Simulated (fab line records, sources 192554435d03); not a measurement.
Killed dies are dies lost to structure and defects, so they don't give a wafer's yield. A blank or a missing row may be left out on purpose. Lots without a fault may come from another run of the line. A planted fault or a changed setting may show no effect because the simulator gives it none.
A struck lot beside a sound one | flow n5_finfet | 27 steps out of a route of 1938
Sound: wafers L271.2, L271.4, L271.5. Struck: wafers L277.1, L277.3, L277.4. The cause comes at the end.
At each step with rows: each side's tool, then ch and its chambers, then its first start. Under that, the readings that differ: sound wafers | struck wafers | difference of the means | sigmas: that difference in standard deviations of wafers without a fault.
alike: readings whose means differ by less than 2 such deviations, and words and numbers that are the same on both sides. not compared: withheld readings, readings that some wafer has no value for, bounds like >300 that may hide the same value, and numbers for which the record gives no deviation and whose values overlap.
The two part at a step that has a row with sigmas, a row that says differs or no value, or rows on one side only. Numbers that don't overlap but have no deviation are shown without sigmas and don't part them. A reading that every wafer of one side lacks parts them only if that side has two wafers or more.

N5_SDB_INSPECT_36: inspects for defects (darkfield).
  sound on defect_inspect-02, day 5 06:41; struck on defect_inspect-02, day 6 18:16
  alike: raw_defect_count
N5_DUMMY_REMOVAL_HM_STRIP_01: strips SiNx in CH3F/O2, stops on poly-Si, target depth 4 nm, time 6.8 s.
  sound on rie_diel-04 ch 0,1,3, day 5 06:52; struck on rie_diel-03 ch 0,2, day 6 18:18
  alike: drypump_motor_current_A, oes_product_au, rf_vpp_V, showerhead_plenum_p_Torr, throttle_valve_pct
  not compared: rf_hours_counter_h
N5_DUMMY_REMOVAL_STRIP_10: strips in N2/H2, time 40 s.
  sound on rie_diel-04 ch 0,1,3, day 5 06:54; struck on rie_diel-03 ch 0,2, day 6 18:20
  alike: drypump_motor_current_A, oes_product_au, rf_vpp_V, showerhead_plenum_p_Torr, throttle_valve_pct
  not compared: rf_hours_counter_h
then, 2 steps without rows for these wafers: N5_DUMMY_REMOVAL_PRECLEAN_07 (cleans in dHF, time 30 s); N5_DUMMY_REMOVAL_DUMMY_REMOVE_02 (chemistry TMAH, target poly-Si, stops on SiO2, target depth 142 nm, time 57 s, rinse time 30 s).
N5_DUMMY_REMOVAL_INSPECT_06: inspects for defects (brightfield).
  sound on defect_inspect-01, day 5 07:04; struck on defect_inspect-02, day 6 18:30
  alike: raw_defect_count
then, 4 steps without rows for these wafers: N5_DUMMY_REMOVAL_PRECLEAN_08 (cleans in NF3:NH3, afs cycles 2, time 20 s, sublimation time 60 s); N5_DUMMY_REMOVAL_PRECLEAN_04 (cleans in DHF, time 37 s); N5_DUMMY_REMOVAL_SRD_05 (time 30 s); N5_HKMG_FIN_IL_REGROW_00 (material SiO2, chemistry O3, target thk 0.75 nm, time 30 s).
N5_HKMG_FIN_HK_ALD_01: deposits HfO2, target thk 1.6 nm, pulse time 3 s, purge time 3 s.
  sound on ald_hk-03 ch 0,1, day 5 07:25; struck on ald_hk-02 ch 0,1,3, day 6 18:55
  alike: precursor_pulse_height_rel
then, 1 step without rows for these wafers: N5_HKMG_FIN_HK_ANNEAL_02 (time 30 s).
N5_HKMG_FIN_ALD_74: deposits La2O3, target thk 0.5 nm, pulse time 6 s, co reactant pulse time 1 s.
  sound on ald_hk-01 ch 0,3, day 5 07:50; struck on ald_hk-01 ch 0,1,3, day 6 19:29
  alike: heater_power_w, precursor_pulse_height_rel
N5_HKMG_FIN_ALD_75: deposits Al2O3, target thk 1 nm, co reactant pulse time 1 s.
  sound on ald_hk-01 ch 0,3, day 5 07:55; struck on ald_hk-01 ch 0,1,3, day 6 19:33
  alike: heater_power_w, precursor_pulse_height_rel
then, 8 steps without rows for these wafers: N5_HKMG_FIN_COAT_41 (time 60 s, resist thk 300 nm); N5_HKMG_FIN_COAT_42 (time 60 s, resist thk 35 nm); N5_HKMG_FIN_COAT_43 (resist thk 90 nm); N5_HKMG_FIN_EBR_45; N5_HKMG_FIN_SOFTBAKE_44 (time 60 s); N5_HKMG_FIN_EXPOSE_46 (exposes mask NDIPOLE); N5_HKMG_FIN_PEB_47 (peb time 60 s); N5_HKMG_FIN_DEVELOP_48 (develop time 30 s).
N5_HKMG_FIN_CD_MEAS_49: target cd 202 nm.
  sound on cd_sem-01 ch 0, day 5 08:15; struck on cd_sem-03 ch 0, day 6 20:01
  alike: cd_nm
N5_HKMG_FIN_OVL_MEAS_50:
  sound on overlay-02 ch 0, day 5 08:17; struck on overlay-02 ch 0, day 6 20:03
  alike: NDIPOLE_OVL
N5_HKMG_FIN_INSPECT_61: inspects for defects (macro).
  sound on defect_inspect-02, day 5 08:18; struck on defect_inspect-01, day 6 20:04
  reading          | sound | struck         | difference | sigmas
  raw_defect_count | 2 2 3 | >300 >300 >300 | differs    |
N5_HKMG_FIN_DESCUM_53: chemistry O2, time 7.9 s.
  sound on rie_diel-05 ch 0,2,3, day 5 08:20; struck on rie_diel-05 ch 0,1,3, day 6 20:07
  alike: drypump_motor_current_A, oes_product_au, rf_vpp_V, showerhead_plenum_p_Torr, throttle_valve_pct
  not compared: rf_hours_counter_h
-- the record jumps here: 9 days lie between the struck wafers' starts before and after (it left off in module HKMG_FIN and takes up again in module PASSIVATION, whose first step shown is number 1936 of the route) --
N5_PASSIVATION_PROBE_49:
  sound on prober-01, day 13 01:56; struck on prober-01, day 15 11:55
  reading             | sound | struck      | difference | sigmas
  killed_at_front_end | 28    | 113 132 93  | +85        | +7
  killed_dies         | 92    | 182 198 152 | +85        | +5
  alike: killed_at_M0_to_M3, killed_at_M4_up, killed_at_contacts, killed_at_other, killed_open, killed_short

WHERE THEY PART
First at N5_HKMG_FIN_INSPECT_61; last, within this record, at N5_PASSIVATION_PROBE_49.

WHY: what the simulator had put in
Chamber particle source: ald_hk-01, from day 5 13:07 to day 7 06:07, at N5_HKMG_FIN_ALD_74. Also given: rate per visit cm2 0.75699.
